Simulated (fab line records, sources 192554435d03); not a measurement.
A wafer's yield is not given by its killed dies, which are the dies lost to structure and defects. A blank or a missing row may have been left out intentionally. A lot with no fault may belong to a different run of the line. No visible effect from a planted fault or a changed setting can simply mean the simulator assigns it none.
Lot-split experiment :: flow n5Finfet :: 21 wafers read across 7 lots, on a route 1938 steps long

SPLIT DETAILS
At N5_BEOL_M15_COAT_22 (resist thk 800 nm), the setting spinRpm was moved away from the recipe's 1704 rpm on 10 of the 21 wafers read, by -10.3% to +8.8%. All remaining wafers had this setting at the recipe value.

FROM THE SPLIT TO THE READING: what the file shows between them, 3 steps
- N5_BEOL_M15_EBR_24
- N5_BEOL_M15_SOFTBAKE_23: time 60 s
- N5_BEOL_M15_DESCUM_33: chemistry O2, time 7.9 s

THE READING
coat_of_BEOL_M15_COAT_22.thkNm (the simulator's own value, which no gauge read), in nm, at N5_BEOL_M15_ETCH_61 (etches BARC in N2/H2, target depth 89 nm, overetch 26.7 nm, time 67.9 s). There is no usual value for it anywhere in the file. Average 721.2 nm, standard deviation 3.8 nm, over the 11 wafers here run with the recipe.

wafer: L079.2
tool, chamber at the split: lithoTrack-05, 0
spinRpm as run, rpm: 1641
against the recipe: -3.7%
coat_of_BEOL_M15_COAT_22.thkNm, nm: 733.4
against lot-mates on the recipe: +9.6

wafer: L079.5
tool, chamber at the split: lithoTrack-05, 0
spinRpm as run, rpm: 1704
against the recipe: recipe
coat_of_BEOL_M15_COAT_22.thkNm, nm: 723.8
against lot-mates on the recipe: -

wafer: L079.6
tool, chamber at the split: lithoTrack-05, 0
spinRpm as run, rpm: 1641
against the recipe: -3.7%
coat_of_BEOL_M15_COAT_22.thkNm, nm: 733.6
against lot-mates on the recipe: +9.8

wafer: L077.2
tool, chamber at the split: lithoTrack-01, 0
spinRpm as run, rpm: 1704
against the recipe: recipe
coat_of_BEOL_M15_COAT_22.thkNm, nm: 720.6
against lot-mates on the recipe: -

wafer: L077.3
tool, chamber at the split: lithoTrack-01, 0
spinRpm as run, rpm: 1854
against the recipe: +8.8%
coat_of_BEOL_M15_COAT_22.thkNm, nm: 688.4
against lot-mates on the recipe: -32.2

wafer: L077.4
tool, chamber at the split: lithoTrack-01, 0
spinRpm as run, rpm: 1854
against the recipe: +8.8%
coat_of_BEOL_M15_COAT_22.thkNm, nm: 690.2
against lot-mates on the recipe: -30.4

wafer: L078.1
tool, chamber at the split: lithoTrack-05, 0
spinRpm as run, rpm: 1704
against the recipe: recipe
coat_of_BEOL_M15_COAT_22.thkNm, nm: 716.6
against lot-mates on the recipe: -

wafer: L078.2
tool, chamber at the split: lithoTrack-05, 0
spinRpm as run, rpm: 1704
against the recipe: recipe
coat_of_BEOL_M15_COAT_22.thkNm, nm: 724
against lot-mates on the recipe: -

wafer: L078.6
tool, chamber at the split: lithoTrack-05, 0
spinRpm as run, rpm: 1704
against the recipe: recipe
coat_of_BEOL_M15_COAT_22.thkNm, nm: 715.2
against lot-mates on the recipe: -

wafer: L080.3
tool, chamber at the split: lithoTrack-04, 0
spinRpm as run, rpm: 1704
against the recipe: recipe
coat_of_BEOL_M15_COAT_22.thkNm, nm: 724.4
against lot-mates on the recipe: -

wafer: L080.4
tool, chamber at the split: lithoTrack-04, 0
spinRpm as run, rpm: 1528
against the recipe: -10.3%
coat_of_BEOL_M15_COAT_22.thkNm, nm: 770.8
against lot-mates on the recipe: +46.4

wafer: L080.5
tool, chamber at the split: lithoTrack-04, 0
spinRpm as run, rpm: 1528
against the recipe: -10.3%
coat_of_BEOL_M15_COAT_22.thkNm, nm: 769
against lot-mates on the recipe: +44.6

wafer: L083.2
tool, chamber at the split: lithoTrack-05, 0
spinRpm as run, rpm: 1704
against the recipe: recipe
coat_of_BEOL_M15_COAT_22.thkNm, nm: 715.8
against lot-mates on the recipe: -

wafer: L083.3
tool, chamber at the split: lithoTrack-05, 0
spinRpm as run, rpm: 1704
against the recipe: recipe
coat_of_BEOL_M15_COAT_22.thkNm, nm: 725
against lot-mates on the recipe: -

wafer: L083.5
tool, chamber at the split: lithoTrack-05, 0
spinRpm as run, rpm: 1704
against the recipe: recipe
coat_of_BEOL_M15_COAT_22.thkNm, nm: 718.6
against lot-mates on the recipe: -

wafer: L084.1
tool, chamber at the split: lithoTrack-05, 0
spinRpm as run, rpm: 1586
against the recipe: -6.9%
coat_of_BEOL_M15_COAT_22.thkNm, nm: 752
against lot-mates on the recipe: no lot-mate on the recipe

wafer: L084.2
tool, chamber at the split: lithoTrack-05, 0
spinRpm as run, rpm: 1586
against the recipe: -6.9%
coat_of_BEOL_M15_COAT_22.thkNm, nm: 750
against lot-mates on the recipe: no lot-mate on the recipe

wafer: L084.4
tool, chamber at the split: lithoTrack-05, 0
spinRpm as run, rpm: 1586
against the recipe: -6.9%
coat_of_BEOL_M15_COAT_22.thkNm, nm: 747.2
against lot-mates on the recipe: no lot-mate on the recipe

wafer: L085.2
tool, chamber at the split: lithoTrack-05, 0
spinRpm as run, rpm: 1639
against the recipe: -3.8%
coat_of_BEOL_M15_COAT_22.thkNm, nm: 739.6
against lot-mates on the recipe: +15.0

wafer: L085.5
tool, chamber at the split: lithoTrack-05, 0
spinRpm as run, rpm: 1704
against the recipe: recipe
coat_of_BEOL_M15_COAT_22.thkNm, nm: 723.8
against lot-mates on the recipe: -

wafer: L085.6
tool, chamber at the split: lithoTrack-05, 0
spinRpm as run, rpm: 1704
against the recipe: recipe
coat_of_BEOL_M15_COAT_22.thkNm, nm: 725.4
against lot-mates on the recipe: -

FIT RESULTS
A straight line over all 21 wafers: coat_of_BEOL_M15_COAT_22.thkNm changes by -4.14 nm for each +1% of spinRpm; r = -0.98; the points scatter about the line by 3.9 nm.
The same after taking each lot's own level away (the mean of its wafers on the recipe; 18 wafers): -3.94 nm for each +1%; r = -0.98; scatter 3.6 nm.
According to that fit, moving spinRpm by its largest amount changes the reading by 41 nm.
The span of the lots' own levels, 718.60 to 724.60 nm, comes to 1.6 times the standard deviation stated above.
The two slopes agree, so the slope changes little with the lot-to-lot level.
Check: +38.9 nm against its lot-mates is what the line predicts for one of the wafers moved furthest among these (-10.3%) when that wafer is left out of the fit. It came out at +46.4 nm against them.

FURTHER SPLITS ON THESE WAFERS
Note: prior to the reading, these wafers also went through further splits. Each is held against what the fit with the lots' levels taken away leaves over:
other split on the same wafers: N5_BEOL_M14_DESCUM_15 timeS
wafers away from the commonest value: 8
r with coat_of_BEOL_M15_COAT_22.thkNm (lot level and that fit taken away): +0.05

other split on the same wafers: N5_BEOL_M14_TRENCH_ETCH_34 biasW
wafers away from the commonest value: 9
r with coat_of_BEOL_M15_COAT_22.thkNm (lot level and that fit taken away): -0.22

THE WHOLE CHAIN: every reading that the file lists as answering this split, in the file's order
step: N5_BEOL_M15_COAT_22
what it does: resist thk 800 nm
reading: coat_of_BEOL_M15_COAT_22.thkNm (the simulator's own value, which no gauge read)
change (the file's fit): -4.12 nm for each +1% of the setting
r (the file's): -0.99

step: N5_BEOL_M15_ETCH_61
what it does: etches BARC in N2/H2, target depth 89 nm, overetch 26.7 nm, time 67.9 s
reading: coat_of_BEOL_M15_COAT_22.thkNm (the simulator's own value, which no gauge read)
change (the file's fit): -3.95 nm for each +1% of the setting
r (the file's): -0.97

FILE'S OWN FIT
coat_of_BEOL_M15_COAT_22.thkNm changes by -3.95 nm for each +1% of spinRpm, r = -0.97.
